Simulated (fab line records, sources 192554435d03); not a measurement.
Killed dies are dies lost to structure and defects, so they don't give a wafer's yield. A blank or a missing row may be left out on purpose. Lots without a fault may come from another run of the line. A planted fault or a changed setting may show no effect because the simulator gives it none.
Chamber matching | flow n5_finfet | N5_BEOL_M3_DEP_57 on pecvd-02: 3 sister chambers
The step deposits SiCN from 3MS/NH3, target thk 8 nm, time 14 s. 16 wafers are shown with their chamber, then 8 later ones without.

WAFERS WITH THEIR CHAMBER
wafer  | chamber | showerhead_plenum_p_Torr (Torr) | throttle_valve_pct (%)
L074.2 | 2       | 3.647                           | 8.1
L074.5 | 2       | 3.654                           | 8.5
L074.6 | 0       | 3.704                           | 8.7
L076.1 | 2       | 3.657                           | 8.6
L076.2 | 1       | 3.671                           | 8.9
L076.4 | 1       | 3.666                           | 9.0
L079.1 | 2       | 3.651                           | 8.2
L079.2 | 1       | 3.668                           | 9.1
L079.3 | 0       | 3.692                           | 8.8
L079.4 | 0       | 3.699                           | 9.0
L079.5 | 2       | 3.651                           | 8.4
L079.6 | 1       | 3.669                           | 8.9
L081.1 | 2       | 3.658                           | 8.5
L081.2 | 0       | 3.705                           | 8.8
L081.3 | 1       | 3.662                           | 8.9
L081.4 | 0       | 3.698                           | 9.1

SIGNATURES (means of the wafers above)
reading                  | chamber 0 | chamber 1 | chamber 2 | scatter within a chamber
showerhead_plenum_p_Torr | 3.69960   | 3.66720   | 3.65300   | 0.00431
throttle_valve_pct       | 8.880     | 8.960     | 8.383     | 0.159
Rule: a wafer's distance from a chamber is the root of the sum, over the readings, of the square of ((its reading less the chamber's mean) divided by the reading's scatter). The wafer belongs to the nearest chamber; if the next one is less than 2 further off, it can't be placed. The scatter: the root of (the sum of the squares of (reading less its chamber's mean) over the shown wafers, divided by (wafers less chambers)).

WAFERS WITHOUT THEIR CHAMBER
wafer  | showerhead_plenum_p_Torr (Torr) | throttle_valve_pct (%)
L081.5 | 3.653                           | 8.4
L081.6 | 3.674                           | 8.6
L083.1 | 3.655                           | 8.1
L083.4 | 3.662                           | 9.2
L083.6 | 3.697                           | 9.0
L092.1 | 3.666                           | 8.9
L092.2 | 3.654                           | 8.5
L092.5 | 3.665                           | 8.8

WHICH CHAMBER EACH WENT THROUGH
wafer  | from the rows above | in truth
L081.5 | 2                   | 2
L081.6 | 1                   | 1
L083.1 | 2                   | 2
L083.4 | 1                   | 1
L083.6 | 0                   | 0
L092.1 | 1                   | 1
L092.2 | 2                   | 2
L092.5 | 1                   | 1
Placed correctly: 8 of 8. Can't be placed from these rows: 0. Placed wrongly: 0.
